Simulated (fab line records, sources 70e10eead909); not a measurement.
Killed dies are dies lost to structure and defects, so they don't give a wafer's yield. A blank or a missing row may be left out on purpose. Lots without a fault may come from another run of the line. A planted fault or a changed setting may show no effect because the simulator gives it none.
fab line records | flow nand_harc
record lots=24 wafers=72 last_day=33
route steps=1302 shown P_ZERO_WELL@19 P_STI@85 P_CONTACT@242 P_M0@278 P_M1@296
lots that met no fault: from a run of the same line without faults
start_h: hours from the record's first day to the start of the lot's first wafer shown | wait_h: hours since the lot's step before | " the same as in the row above | L1.1+2: a row that stands for several wafers | - no value, or no start given | * or withheld: withheld | < > ~ a bound
route shown NAME@n: a module of which the file shows steps, and the number in the route of the first | usual: mean/standard deviation of fault-free wafers | same: alike in all rows | chamber/n: place in a boat | sites: the reading at each site | _std_site: their standard deviation | _edge_site: outer sites' mean less inner sites' | radius_mm: how far each site lies from the wafer's centre | mask NAME#n: copy n | behind: the tool/chamber that last shaped the wafer | hold: why the lot was held/for how many hours/how that ended | device: the transistor (n, p or np) that didn't switch | end of line: the same wafers' tests at the end of the route | a step without rows: its recipe alone | killed: dies lost to structure and defects at the first sort, not the wafer's yield | map: a wafer's dies, x killed, . not, _ none there
set.NAME: the setting as run; set.NAME@STEP: as run at that earlier step | model.NAME: the simulator's own value behind a step, which no gauge read
steps of the route over a sample of lots; a table a step, a row a wafer
services: from which hour (start_h, from the record's first day; less than 0 if before it) a tool's chamber was out of use, for how many hours, and why
## steps
# step NHARC_P_ZERO_WELL_ETCH_63
# recipe target_depth_a=1200 time_s=40.1 hbr_flow_sccm=150 cl2_flow_sccm=50 rf_w=400 icp_w=400 bias_w=100 chemistry=HBr/Cl2
# usual bias_w=100.0/0.31 drypump_motor_current_A=5.8/0.41 mfc_cl2_sccm=50.00/0.14 oes_product_au=0.998/0.013 throttle_valve_pct=26.405/0.0095
# same time_s=40.1
# columns lot.wafer tool chamber start_h wait_h bias_w drypump_motor_current_A mfc_cl2_sccm oes_product_au rf_hours_counter_h throttle_valve_pct
L074.4 rie_si-02 1 21.54 - 99.5 5.2 50.03 1.017 0.5 26.424
L074.6 " 0 " " 100.0 5.8 49.74 1.000 - 26.395
L074.5 " 1 " " 100.2 5.2 50.09 1.019 - 26.403
L075.4 rie_si-05 3 31.54 - 99.6 4.9 49.85 0.994 0.5 26.417
L075.3 " 0 " " 99.7 6.6 49.81 0.982 0.5 26.402
L075.5 " 3 " " 100.3 4.9 49.97 0.994 - 26.398
L076.4 rie_si-06 0 41.75 - 100.1 6.3 49.93 1.017 0.8 26.398
L076.3 " 1 " " 100.3 5.9 50.17 0.991 0.7 26.408
L076.5 " 3 " " 99.8 5.7 49.96 0.999 - 26.397
L077.1 rie_si-06 1 51.72 - 100.4 5.9 49.67 0.993 0.8 26.410
L077.4 " 2 " " 99.8 6.0 49.89 1.011 - 26.408
L077.5 " 1 " " 100.1 5.9 50.13 0.996 - 26.389
L078.2 rie_si-02 0 61.66 - 99.7 5.9 50.17 0.996 0.6 26.408
L078.3 " 1 " " 100.1 5.2 49.80 1.012 0.6 26.412
L078.4 " 2 " " 99.9 5.8 50.08 0.996 0.7 26.394
L079.4 rie_si-02 1 71.76 - 100.2 5.2 49.74 1.014 0.7 26.410
L079.1 " 3 " " 99.8 5.8 50.15 1.002 0.7 26.396
L079.5 " 1 " " 100.0 5.2 49.82 1.025 - 26.408
L080.3 rie_si-06 0 81.66 - 100.3 6.3 50.27 0.997 0.0 26.392
L080.1 " 3 " " 100.3 5.7 49.80 0.998 0.0 26.401
L080.6 " 1 " " 100.3 5.9 49.74 0.991 - 26.402
L081.3 rie_si-05 0 91.54 - 100.0 6.6 50.10 0.984 0.9 26.402
L081.2 " 2 " " 100.1 5.6 50.06 0.989 0.9 26.419
L081.6 " 0 " " 99.8 6.6 50.30 0.991 - 26.401
L082.1 rie_si-06 2 102.02 - 100.3 6.0 49.85 1.003 0.2 26.417
L082.2 " 3 " " 100.0 5.7 49.97 0.987 0.1 26.400
L082.5 " 1 " " 99.6 5.9 50.02 0.999 - 26.393
L083.1 rie_si-02 2 111.67 - 100.4 5.8 49.70 0.997 0.0 26.384
L083.2 " 3 " " 100.1 5.9 50.09 1.000 0.0 26.400
L083.6 " 1 " " 100.2 5.2 50.15 1.030 - 26.418
L084.4 rie_si-05 1 121.65 - 100.1 6.0 50.34 0.970 1.1 26.412
L084.3 " 2 " " 99.9 5.6 49.89 0.984 1.1 26.409
L084.5 " 1 " " 100.4 6.0 50.40 0.979 - 26.410
L085.4 rie_si-06 3 131.53 - 100.2 5.7 50.24 1.006 0.4 26.412
L085.1 " 1 " " 99.3 5.9 49.97 0.994 0.5 26.401
L085.6 " 3 " " 100.0 5.7 49.92 0.999 - 26.390
L086.1 rie_si-06 3 141.67 - 100.2 5.6 50.05 0.998 0.5 26.399
L086.2 " 2 " " 99.8 6.0 50.03 0.992 0.5 26.412
L086.5 " 3 " " 99.7 5.7 49.92 0.989 - 26.417
L087.3 rie_si-06 2 151.74 - 100.3 6.0 49.94 0.994 0.6 26.399
L087.4 " 3 " " 99.8 5.7 50.16 0.990 0.6 26.414
L087.5 " 1 " " 100.2 5.9 50.11 0.977 - 26.415
L088.4 rie_si-06 3 162.13 - 99.9 5.7 50.01 0.989 0.6 26.403
L088.2 " 1 " " 99.5 5.9 49.86 0.980 0.7 26.400
L088.6 " 0 " " 100.4 6.4 49.92 0.992 - 26.392
L089.4 rie_si-05 1 171.54 - 100.0 6.0 50.05 0.980 0.2 26.387
L089.1 " 2 " " 99.8 5.6 49.97 1.004 0.2 26.421
L089.5 " 1 " " 100.1 6.0 50.02 0.982 - 26.407
L090.4 rie_si-02 1 181.72 - 100.1 5.2 49.62 1.041 0.4 26.405
L090.1 " 3 " " 100.0 5.8 49.90 0.996 0.4 26.385
L090.5 " 1 " " 99.9 5.2 49.79 1.029 - 26.400
L091.2 rie_si-05 1 191.68 - 100.1 6.0 49.89 0.982 0.3 26.399
L091.4 " 2 " " 100.0 5.6 49.98 1.007 0.3 26.418
L091.6 " 0 " " 99.4 6.6 50.13 0.986 - 26.397
L092.4 rie_si-05 1 201.66 - 99.8 6.0 50.08 0.986 0.4 26.413
L092.1 " 2 " " 99.4 5.7 50.07 0.999 0.4 26.400
L092.6 " 1 " " 100.2 6.0 50.13 0.989 - 26.414
L093.4 rie_si-06 0 211.53 - 100.5 6.3 50.00 0.985 0.8 26.391
L093.2 " 1 " " 99.8 5.9 50.16 0.978 1.0 26.407
L093.1 " 3 " " 100.2 5.7 49.97 0.985 1.0 26.399
L094.2 rie_si-05 1 221.53 - 100.4 6.0 50.08 0.982 0.5 26.383
L094.1 " 3 " " 100.5 5.0 50.14 1.010 0.6 26.393
L094.5 " 1 " " 100.4 6.0 49.75 0.979 - 26.410
L095.2 rie_si-02 3 231.52 - 99.7 5.8 50.02 1.007 0.6 26.397
L095.3 " 0 " " 99.6 5.8 50.07 1.021 0.6 26.417
L095.4 " 2 " " 99.6 5.8 49.99 1.014 0.6 26.410
L096.3 rie_si-06 2 241.53 - 100.6 6.0 49.85 0.993 1.2 26.432
L096.2 " 1 " " 99.8 5.9 50.12 0.988 1.2 26.406
L096.5 " 2 " " 99.9 6.0 49.87 1.009 - 26.393
L097.3 rie_si-02 3 251.89 - 100.3 5.8 49.96 1.009 0.7 26.392
L097.2 " 0 " " 100.2 5.9 50.10 1.009 0.7 26.401
L097.1 " 1 " " 100.1 5.2 50.10 1.017 0.7 26.415
# step NHARC_P_STI_INSPECT_11
# usual raw_defect_count=5.8/3
# columns lot.wafer tool chamber start_h wait_h raw_defect_count
L074.4 defect_inspect-02 - 45.57 0.0 9
L074.5 " - " " 5
L074.6 " - " " 6
L075.3 defect_inspect-02 - 56.06 0.0 8
L075.4 " - " " 2
L075.5 " - " " 3
L076.3 defect_inspect-01 - 64.96 0.0 5
L076.4 " - " " 5
L076.5 " - " " 3
L077.1 defect_inspect-01 - 72.68 0.0 6
L077.4 " - " " 2
L077.5 " - " " 5
L078.2 defect_inspect-02 - 83.04 0.0 7
L078.3 " - " " 7
L078.4 " - " " 4
L079.1 defect_inspect-01 - 94.42 0.0 4
L079.4 " - " " 5
L079.5 " - " " 3
L080.1 defect_inspect-01 - 106.90 0.0 3
L080.3 " - " " 3
L080.6 " - " " 10
L081.2 defect_inspect-01 - 116.81 0.0 4
L081.3 " - " " 8
L081.6 " - " " 1
L082.1 defect_inspect-01 - 128.45 0.0 5
L082.2 " - " " 16
L082.5 " - " " 1
L083.1 defect_inspect-02 - 132.07 0.0 4
L083.2 " - " " 7
L083.6 " - " " 3
L084.3 defect_inspect-02 - 144.00 0.0 7
L084.4 " - " " 6
L084.5 " - " " 6
L085.1 defect_inspect-02 - 153.50 0.0 4
L085.4 " - " " 6
L085.6 " - " " 7
L086.1 defect_inspect-02 - 162.80 0.0 4
L086.2 " - " " 15
L086.5 " - " " 6
L087.3 defect_inspect-01 - 175.30 0.0 3
L087.4 " - " " 4
L087.5 " - " " 1
L088.2 defect_inspect-01 - 183.20 0.0 10
L088.4 " - " " 3
L088.6 " - " " 8
L089.1 defect_inspect-02 - 192.55 0.0 12
L089.4 " - " " 13
L089.5 " - " " 10
L090.1 defect_inspect-01 - 204.21 0.0 9
L090.4 " - " " 5
L090.5 " - " " 5
L091.2 defect_inspect-02 - 213.32 0.0 8
L091.4 " - " " 5
L091.6 " - " " 6
L092.1 defect_inspect-01 - 224.88 0.0 7
L092.4 " - " " 7
L092.6 " - " " 10
L093.1 defect_inspect-01 - 234.49 0.0 6
L093.2 " - " " 6
L093.4 " - " " 6
L094.1 defect_inspect-01 - 242.81 0.0 2
L094.2 " - " " 4
L094.5 " - " " 8
L095.2 defect_inspect-02 - 254.50 0.0 6
L095.3 " - " " 7
L095.4 " - " " 1
L096.2 defect_inspect-02 - 262.86 0.0 3
L096.3 " - " " 5
L096.5 " - " " 4
L097.1 defect_inspect-01 - 275.54 0.0 7
L097.2 " - " " 9
L097.3 " - " " 15
# step NHARC_P_CONTACT_STRIP_28
# recipe o2_flow_sccm=500 ar_flow_sccm=0 bias_w=0 chemistry=O2
# usual drypump_motor_current_A=5.8/0.61 oes_product_au=0.998/0.016 rf_vpp_V=57.8/0.85 showerhead_plenum_p_Torr=3.55/0.1 throttle_valve_pct=17.039/0.01
# same bias_w=0
# columns lot.wafer tool chamber start_h wait_h drypump_motor_current_A oes_product_au rf_hours_counter_h rf_vpp_V showerhead_plenum_p_Torr throttle_valve_pct
L074.4 rie_diel-05 1 126.09 0.1 6.4 0.972 1.6 57.7 3.59 17.047
L074.6 " 2 " " 6.4 1.031 - 57.9 3.43 17.053
L074.5 " 3 " " 4.8 0.986 - 56.5 3.54 17.044
L075.4 rie_diel-08 0 126.84 0.1 6.0 0.992 2.9 56.8 3.42 17.033
L075.3 " 1 " " 6.3 0.972 4.6 57.3 3.68 17.036
L075.5 " 3 " " 6.4 0.992 - 56.0 3.43 17.028
L076.3 rie_diel-08 2 142.64 0.1 6.2 0.974 4.1 58.2 3.58 17.036
L076.4 " 3 " " 6.4 0.997 4.9 58.4 3.43 17.044
L076.5 " 2 " " 6.2 0.977 - 56.1 3.58 17.042
L077.1 rie_diel-05 3 144.30 0.1 4.8 0.976 3.3 59.0 3.53 17.036
L077.4 " 2 " " 6.4 1.028 - 57.8 3.43 17.036
L077.5 " 3 " " 4.8 0.973 - 58.3 3.53 17.038
L078.4 rie_diel-05 3 160.83 0.1 4.8 0.988 3.5 57.3 3.53 17.041
L078.2 " 0 " " 5.3 1.018 3.7 56.6 3.48 17.041
L078.3 " 2 " " 6.4 1.023 3.5 57.4 3.43 17.045
L079.4 rie_diel-01 2 169.27 0.1 5.3 0.993 4.2 57.7 3.59 17.038
L079.1 " 3 " " 5.9 1.001 4.2 58.1 3.77 17.043
L079.5 " 0 " " 4.9 1.013 - 57.1 3.54 17.037
L080.3 rie_diel-05 2 188.85 0.1 6.4 1.028 4.0 57.2 3.43 17.035
L080.1 " 3 " " 4.8 0.991 4.0 57.4 3.53 17.031
L080.6 " 0 " " 5.4 1.000 - 57.7 3.48 17.045
L081.3 rie_diel-01 0 189.00 0.1 4.9 1.004 4.8 58.9 3.54 17.043
L081.2 " 1 " " 5.7 1.001 5.5 58.4 3.71 17.028
L081.6 " 0 " " 4.9 1.019 - 56.5 3.54 17.051
L082.2 rie_diel-05 1 201.97 0.1 6.4 1.002 2.5 57.3 3.59 17.033
L082.1 " 3 " " 4.8 0.984 4.2 56.7 3.53 17.040
L082.5 " 1 " " 6.4 0.987 - 58.6 3.59 17.055
L083.1 rie_diel-05 1 206.40 0.1 6.4 0.998 3.0 59.0 3.59 17.021
L083.2 " 3 " " 4.8 0.977 4.4 56.7 3.53 17.027
L083.6 " 0 " " 5.4 0.982 - 57.6 3.48 17.027
L084.4 rie_diel-05 2 215.16 0.1 6.4 1.026 4.7 58.1 3.43 17.052
L084.3 " 3 " " 4.8 0.985 4.7 56.9 3.53 17.031
L084.5 " 2 " " 6.4 1.031 - 58.4 3.42 17.046
L085.4 rie_diel-01 3 226.23 0.1 5.9 1.001 0.6 58.6 3.77 17.045
L085.1 " 0 " " 4.9 1.007 0.7 57.6 3.54 17.040
L085.6 " 3 " " 5.9 0.998 - 57.4 3.77 17.045
L086.1 rie_diel-08 2 232.68 0.1 6.2 0.985 1.9 58.0 3.58 17.035
L086.2 " 1 " " 6.3 1.009 1.3 58.9 3.68 17.041
L086.5 " 2 " " 6.1 0.994 - 58.7 3.58 17.047
L087.3 rie_diel-01 3 250.49 0.1 5.9 0.998 1.4 58.9 3.77 17.050
L087.4 " 0 " " 4.9 0.999 1.5 58.2 3.54 17.058
L087.5 " 2 " " 5.3 0.998 - 56.0 3.59 17.043
L088.2 rie_diel-01 0 263.80 0.1 4.9 0.993 2.2 57.7 3.54 17.051
L088.4 " 1 " " 5.7 0.989 2.1 58.2 3.71 17.042
L088.6 " 3 " " 5.9 0.999 - 58.8 3.77 17.041
L089.1 rie_diel-01 1 264.68 0.1 5.7 1.003 2.1 58.9 3.71 17.021
L089.4 " 3 " " 5.9 1.003 2.0 58.9 3.77 17.050
L089.5 " 1 " " 5.8 1.001 - 56.7 3.71 17.041
L090.1 rie_diel-08 3 279.39 0.1 6.4 1.017 4.7 58.5 3.43 17.036
L090.4 " 1 " " 6.3 1.008 4.2 58.5 3.68 17.026
L090.5 " 3 " " 6.5 1.027 - 57.5 3.43 17.034
L091.2 rie_diel-05 0 283.62 0.1 5.4 0.971 1.6 58.0 3.48 17.047
L091.4 " 1 " " 6.4 0.980 - 58.5 3.59 17.040
L091.6 " 1 " " 6.4 0.990 - 59.8 3.59 17.042
L092.1 rie_diel-05 0 299.67 0.1 5.3 0.988 1.9 56.5 3.48 17.041
L092.4 " 1 " " 6.4 0.993 1.7 58.9 3.59 17.038
L092.6 " 0 " " 5.3 0.978 - 57.4 3.48 17.037
L093.2 rie_diel-05 3 307.59 0.1 4.8 1.004 1.6 57.6 3.53 17.051
L093.1 " 0 " " 5.3 0.973 2.0 57.3 3.48 17.038
L093.4 " 1 " " 6.4 0.988 1.8 56.1 3.59 17.021
L094.1 rie_diel-05 2 319.49 0.1 6.4 1.025 1.7 57.5 3.42 17.031
L094.2 " 3 " " 4.8 0.998 1.7 57.1 3.53 17.038
L094.5 " 2 " " 6.4 1.023 - 57.5 3.42 17.021
L095.3 rie_diel-05 0 342.37 0.1 5.4 0.995 2.4 57.0 3.48 17.058
L095.2 " 1 " " 6.4 1.005 2.2 57.3 3.59 17.032
L095.4 " 2 " " 6.5 1.030 2.0 58.4 3.42 17.041
L096.3 rie_diel-08 0 344.67 0.1 6.0 0.996 8.4 58.5 3.42 17.031
L096.2 " 1 " " 6.3 1.010 8.2 58.1 3.68 17.031
L096.5 " 2 " " 6.1 0.972 - 57.3 3.57 17.054
L097.2 rie_diel-05 2 354.20 0.1 6.4 1.009 2.1 56.8 3.42 17.038
L097.1 " 0 " " 5.3 0.976 2.5 57.5 3.48 17.009
L097.3 " 1 " " 6.4 0.987 2.3 57.7 3.59 17.047
# step NHARC_P_M0_CMP_23
# recipe t_overpolish_s=20 target_thk_nm=117.54
# usual motor_current_A=12.7/1.1 time_to_endpoint_s=30/3.7
# columns lot.wafer tool chamber start_h wait_h motor_current_A time_to_endpoint_s
L074.4 cmp-04 2 131.40 - 12.8 35
L074.6 " 1 " " 13.1 27
L074.5 " 2 " " 12.9 33
L075.4 cmp-02 3 132.04 - 12.9 31
L075.3 " 0 " " 13.7 25
L075.5 " 3 " " 13.2 31
L076.3 cmp-01 3 147.93 - 12.7 28
L076.4 " 1 " " 13.5 26
L076.5 " 3 " " 11.7 27
L077.4 cmp-04 3 149.57 - 13.8 29
L077.1 " 2 " " 13.1 33
L077.5 " 0 " " 11.3 32
L078.4 cmp-04 1 166.10 - 12.1 26
L078.3 " 3 " " 12.6 29
L078.2 " 0 " " 10.9 27
L079.4 cmp-02 2 174.60 - 12.9 32
L079.1 " 3 " " 12.5 33
L079.5 " 3 " " 12.5 34
L080.3 cmp-01 0 194.06 - 12.4 27
L080.1 " 3 " " 11.8 32
L080.6 " 0 " " 11.9 27
L081.3 cmp-02 3 194.70 - 12.7 31
L081.2 " 1 " " 11.7 35
L081.6 " 3 " " 13.0 31
L082.1 cmp-02 0 207.23 - 14.3 23
L082.2 " 2 " " 12.9 31
L082.5 " 0 " " 14.4 21
L083.2 cmp-02 2 211.84 - 13.0 31
L083.1 " 3 " " 13.1 35
L083.6 " 0 " " 14.3 25
L084.4 cmp-02 1 220.44 - 12.0 37
L084.3 " 3 " " 13.0 31
L084.5 " 2 " " 13.2 32
L085.1 cmp-01 1 231.45 - 14.5 34
L085.4 " 0 " " 11.3 27
L085.6 " 1 " " 14.1 32
L086.1 cmp-02 0 238.13 - 14.2 23
L086.2 " 1 " " 12.3 36
L086.5 " 0 " " 13.5 25
L087.3 cmp-04 1 255.88 - 13.0 28
L087.4 " 3 " " 13.3 30
L087.5 " 1 " " 13.2 27
L088.4 cmp-01 3 269.04 - 11.6 31
L088.2 " 0 " " 11.9 27
L088.6 " 3 " " 11.6 30
L089.1 cmp-04 0 269.90 - 11.1 35
L089.4 " 2 " " 12.6 34
L089.5 " 0 " " 11.2 35
L090.4 cmp-04 3 284.51 - 13.0 30
L090.1 " 1 " " 12.5 23
L090.5 " 2 " " 11.8 30
L091.4 cmp-04 0 289.06 - 10.9 35
L091.2 " 2 " " 12.3 32
L091.6 " 3 " " 13.0 32
L092.1 cmp-04 1 304.87 - 12.7 28
L092.4 " 2 " " 12.6 33
L092.6 " 1 " " 13.0 26
L093.1 cmp-01 1 312.72 - 14.1 31
L093.2 " 2 " " 11.3 28
L093.4 " 3 " " 12.0 32
L094.2 cmp-02 2 325.09 - 12.8 30
L094.1 " 1 " " 12.1 38
L094.5 " 2 " " 12.5 30
L095.3 cmp-02 0 347.51 - 14.0 28
L095.2 " 1 " " 12.0 37
L095.4 " 2 " " 12.5 32
L096.3 cmp-02 0 349.77 - 13.9 25
L096.2 " 2 " " 13.7 32
L096.5 " 0 " " 14.5 26
L097.3 cmp-01 1 359.40 - 14.6 29
L097.1 " 3 " " 12.0 29
L097.2 " 0 " " 12.7 25
# step NHARC_P_M1_OVL_MEAS_10
# recipe pitch_nm=260
# usual overlay_x_nm=0.0/0.65 overlay_y_nm=-0.1/0.86
# columns lot.wafer tool chamber start_h wait_h overlay_x_nm overlay_y_nm
L074.4 overlay-01 - 133.34 - 0.0 1.2
L074.5 " - " " 0.2 1.0
L074.6 " - " " 0.5 1.4
L075.3 overlay-02 - 133.90 - -0.1 -0.6
L075.4 " - " " -0.5 -0.4
L075.5 " - " " -0.2 -0.8
L076.3 overlay-02 - 149.85 - -0.7 -1.7
L076.4 " - " " -0.7 -1.3
L076.5 " - " " -0.9 -1.8
L077.1 overlay-01 - 151.40 - 0.0 0.3
L077.4 " - " " 0.4 0.2
L077.5 " - " " 0.3 0.1
L078.2 overlay-01 - 168.04 - -0.3 0.5
L078.3 " - " " 0.8 -0.2
L078.4 " - " " 0.1 0.1
L079.1 overlay-01 - 176.58 - -0.1 -0.2
L079.4 " - " " -0.5 0.4
L079.5 " - " " -0.2 0.5
L080.1 overlay-01 - 195.87 - -1.6 -0.7
L080.3 " - " " -1.0 0.0
L080.6 " - " " -1.4 -0.6
L081.2 overlay-01 - 196.87 - -1.4 -0.7
L081.3 " - " " -0.9 -1.1
L081.6 " - " " -1.3 -0.1
L082.1 overlay-01 - 209.18 - 0.0 -1.2
L082.2 " - " " 0.2 -0.5
L082.5 " - " " 0.1 -0.7
L083.1 overlay-01 - 213.75 - 0.8 -0.1
L083.2 " - " " 0.8 -0.4
L083.6 " - " " 0.9 -0.6
L084.3 overlay-01 - 222.42 - -1.1 0.6
L084.4 " - " " -0.9 0.3
L084.5 " - " " -0.8 0.5
L085.1 overlay-02 - 233.41 - -0.1 0.5
L085.4 " - " " 0.2 1.1
L085.6 " - " " 0.2 0.7
L086.1 overlay-02 - 240.06 - 0.5 1.4
L086.2 " - " " 0.2 1.0
L086.5 " - " " 0.5 1.5
L087.3 overlay-02 - 257.78 - -1.1 0.7
L087.4 " - " " -1.0 0.9
L087.5 " - " " -0.8 1.1
L088.2 overlay-02 - 270.84 - 0.2 -0.4
L088.4 " - " " 0.7 -0.9
L088.6 " - " " 0.4 -1.0
L089.1 overlay-01 - 272.00 - 0.5 0.7
L089.4 " - " " 0.6 0.4
L089.5 " - " " 0.5 0.5
L090.1 overlay-02 - 286.44 - -0.4 -0.4
L090.4 " - " " -0.3 -1.3
L090.5 " - " " -0.2 0.0
L091.2 overlay-01 - 291.00 - -0.2 -1.5
L091.4 " - " " 0.2 -1.8
L091.6 " - " " 0.1 -1.8
L092.1 overlay-02 - 306.84 - 0.6 0.7
L092.4 " - " " -0.1 0.7
L092.6 " - " " 0.0 0.7
L093.1 overlay-02 - 314.62 - 0.5 -0.1
L093.2 " - " " 0.1 -0.4
L093.4 " - " " 0.2 -0.7
L094.1 overlay-02 - 327.04 - 0.0 0.3
L094.2 " - " " -0.2 0.5
L094.5 " - " " -0.2 0.0
L095.2 overlay-01 - 349.50 - 0.4 1.3
L095.3 " - " " 0.8 0.8
L095.4 " - " " 0.3 1.0
L096.2 overlay-02 - 351.72 - 0.0 -0.7
L096.3 " - " " -0.3 -1.3
L096.5 " - " " 0.0 -1.2
L097.1 overlay-02 - 361.22 - 1.3 0.0
L097.2 " - " " 1.1 -0.2
L097.3 " - " " 1.5 -0.5
# step NHARC_P_M1_DESCUM_14
# recipe time_s=3 o2_flow_sccm=200 ar_flow_sccm=0 bias_power_w=0 chemistry=O2
# usual drypump_motor_current_A=5.6/0.43 oes_product_au=0.999/0.016 rf_vpp_V=57.8/0.88 showerhead_plenum_p_Torr=1.94/0.088 throttle_valve_pct=11.311/0.0093
# same time_s=3
# columns lot.wafer tool chamber start_h wait_h drypump_motor_current_A oes_product_au rf_hours_counter_h rf_vpp_V showerhead_plenum_p_Torr throttle_valve_pct
L074.4 rie_diel-09 2 133.43 0.1 5.3 0.989 14 57.4 1.83 11.316
L074.5 " 2 " " 5.3 0.987 - 57.8 1.83 11.314
L074.6 " 3 " " 5.4 1.034 - 57.8 2.04 11.298
L075.4 rie_diel-09 2 134.01 0.1 5.3 0.986 14 57.2 1.83 11.321
L075.3 " 0 " " 5.3 1.006 14 58.4 1.86 11.320
L075.5 " 2 " " 5.3 0.990 - 56.9 1.83 11.306
L076.3 rie_diel-11 0 149.96 0.1 5.4 1.012 3 58.9 1.85 11.332
L076.4 " 2 " " 6.1 0.982 4 58.4 2.02 11.318
L076.5 " 0 " " 5.3 1.014 - 58.1 1.85 11.303
L077.1 rie_diel-11 2 151.51 0.1 6.1 0.979 4 57.3 2.02 11.319
L077.4 " 3 " " 6.0 0.991 4 57.5 1.89 11.313
L077.5 " 1 " " 6.1 0.984 - 57.8 2.05 11.312
L078.2 rie_diel-10 3 168.16 0.1 5.2 1.027 27 56.4 1.87 11.297
L078.3 " 0 " " 6.3 0.983 34 57.0 1.94 11.292
L078.4 " 2 " " 6.3 1.015 26 57.3 1.79 11.341
L079.1 rie_diel-11 1 176.70 0.1 6.1 1.003 5 57.9 2.05 11.312
L079.4 " 2 " " 6.1 0.972 7 58.4 2.02 11.293
L079.5 " 0 " " 5.3 1.011 - 57.4 1.85 11.298
L080.1 rie_diel-11 2 195.97 0.1 6.0 0.979 7 58.6 2.02 11.331
L080.3 " 1 " " 6.1 0.999 5 57.7 2.05 11.311
L080.6 " 2 " " 6.1 0.982 - 57.0 2.02 11.307
L081.3 rie_diel-11 1 196.97 0.1 6.1 0.999 5 57.7 2.05 11.322
L081.2 " 2 " " 6.1 0.971 7 57.9 2.02 11.312
L081.6 " 1 " " 6.1 0.995 - 58.3 2.05 11.307
L082.1 rie_diel-11 0 209.28 0.1 5.4 1.009 6 56.8 1.85 11.313
L082.2 " 2 " " 6.1 0.984 8 57.7 2.02 11.318
L082.5 " 1 " " 6.1 1.006 - 58.5 2.05 11.324
L083.1 rie_diel-09 1 213.86 0.1 4.9 1.008 6 58.7 2.03 11.313
L083.2 " 2 " " 5.3 0.995 6 58.7 1.83 11.300
L083.6 " 1 " " 4.9 0.992 - 58.6 2.03 11.298
L084.3 rie_diel-09 2 222.52 0.1 5.3 1.006 7 56.1 1.82 11.303
L084.4 " 3 " " 5.4 1.024 7 60.6 2.04 11.307
L084.5 " 2 " " 5.3 0.989 - 58.3 1.82 11.313
L085.1 rie_diel-11 3 233.51 0.1 6.0 0.992 9 57.9 1.89 11.317
L085.4 " 0 " " 5.3 1.012 8 57.9 1.85 11.322
L085.6 " 3 " " 6.0 0.980 - 56.6 1.89 11.317
L086.2 rie_diel-11 1 240.15 0.1 6.1 1.001 8 58.6 2.05 11.310
L086.1 " 0 " " 5.4 0.994 9 58.6 1.85 11.316
L086.5 " 2 " " 6.1 0.986 - 58.7 2.02 11.302
L087.3 rie_diel-09 0 257.89 0.1 5.3 1.032 12 57.3 1.86 11.314
L087.4 " 2 " " 5.3 1.005 10 57.2 1.82 11.303
L087.5 " 0 " " 5.3 1.021 - 57.6 1.86 11.313
L088.2 rie_diel-10 1 270.95 0.1 5.1 1.012 4 58.7 1.91 11.315
L088.4 " 2 " " 6.3 1.001 5 57.4 1.79 11.305
L088.6 " 1 " " 5.1 1.010 - 57.3 1.91 11.310
L089.4 rie_diel-09 1 272.10 0.1 4.9 0.988 10 57.9 2.03 11.310
L089.1 " 2 " " 5.3 1.000 11 57.3 1.82 11.299
L089.5 " 2 " " 5.3 0.999 - 57.7 1.82 11.304
L090.1 rie_diel-09 1 286.54 0.1 4.9 0.986 12 56.9 2.03 11.311
L090.4 " 2 " " 5.3 1.007 13 57.0 1.82 11.294
L090.5 " 2 " " 5.3 1.011 - 57.6 1.82 11.314
L091.2 rie_diel-11 1 291.09 0.1 6.1 0.995 1 58.0 2.05 11.311
L091.4 " 3 " " 6.0 0.981 1 58.9 1.89 11.326
L091.6 " 2 " " 6.1 0.981 - 57.4 2.01 11.317
L092.4 rie_diel-09 1 306.95 0.1 4.9 0.985 14 59.0 2.03 11.309
L092.1 " 3 " " 5.4 1.026 15 58.5 2.04 11.297
L092.6 " 1 " " 4.9 0.999 - 58.5 2.03 11.306
L093.1 rie_diel-09 3 314.71 0.1 5.4 1.018 15 56.1 2.04 11.312
L093.4 " 0 " " 5.4 1.021 16 57.3 1.85 11.313
L093.2 " 1 " " 4.9 0.993 14 58.7 2.03 11.304
L094.2 rie_diel-11 3 327.15 0.1 6.0 0.986 3 56.5 1.89 11.309
L094.1 " 0 " " 5.3 0.984 3 56.7 1.85 11.309
L094.5 " 3 " " 6.0 0.987 - 56.5 1.89 11.308
L095.3 rie_diel-11 2 349.59 0.1 6.1 0.974 5 57.7 2.01 11.309
L095.2 " 3 " " 6.0 0.999 4 57.6 1.89 11.310
L095.4 " 0 " " 5.3 1.006 5 56.0 1.85 11.298
L096.2 rie_diel-11 3 351.83 0.1 6.0 0.996 4 58.9 1.89 11.323
L096.3 " 1 " " 6.1 0.990 5 58.0 2.05 11.307
L096.5 " 2 " " 6.1 0.974 - 57.1 2.01 11.303
L097.1 rie_diel-11 3 361.33 0.1 6.0 0.985 5 57.5 1.88 11.315
L097.3 " 0 " " 5.3 1.016 5 56.9 1.85 11.317
L097.2 " 1 " " 6.1 0.995 5 59.6 2.05 11.329
## services
# columns tool chamber start_h hours kind
rie_diel-05 0 20.14 4.6 repair
cmp-02 - 36.60 4.0 pm
rie_diel-05 2 44.53 16.7 repair
rie_si-06 3 44.65 7.6 repair
rie_diel-05 - 52.60 9.0 pm
rie_diel-05 1 64.05 4.0 repair
rie_si-06 - 72.00 9.0 pm
cmp-02 - 73.74 6.2 repair
rie_diel-11 - 78.50 9.0 pm
rie_diel-05 2 95.10 2.8 repair
rie_diel-11 1 96.47 7.7 repair
rie_si-06 0 103.25 7.4 repair
rie_diel-05 3 128.90 12.1 repair
rie_diel-05 1 139.90 16.7 repair
rie_diel-05 3 161.83 10.5 repair
rie_diel-05 0 221.39 7.3 repair
rie_diel-11 - 221.88 0.7 repair
rie_diel-05 - 229.60 9.0 pm
rie_diel-11 - 255.50 9.0 pm
rie_diel-05 - 272.34 2.6 repair
rie_diel-05 2 278.46 7.6 repair
rie_diel-05 3 280.32 3.9 repair
rie_diel-11 3 293.35 5.5 repair
rie_diel-11 1 354.93 3.1 repair
## key
fault none
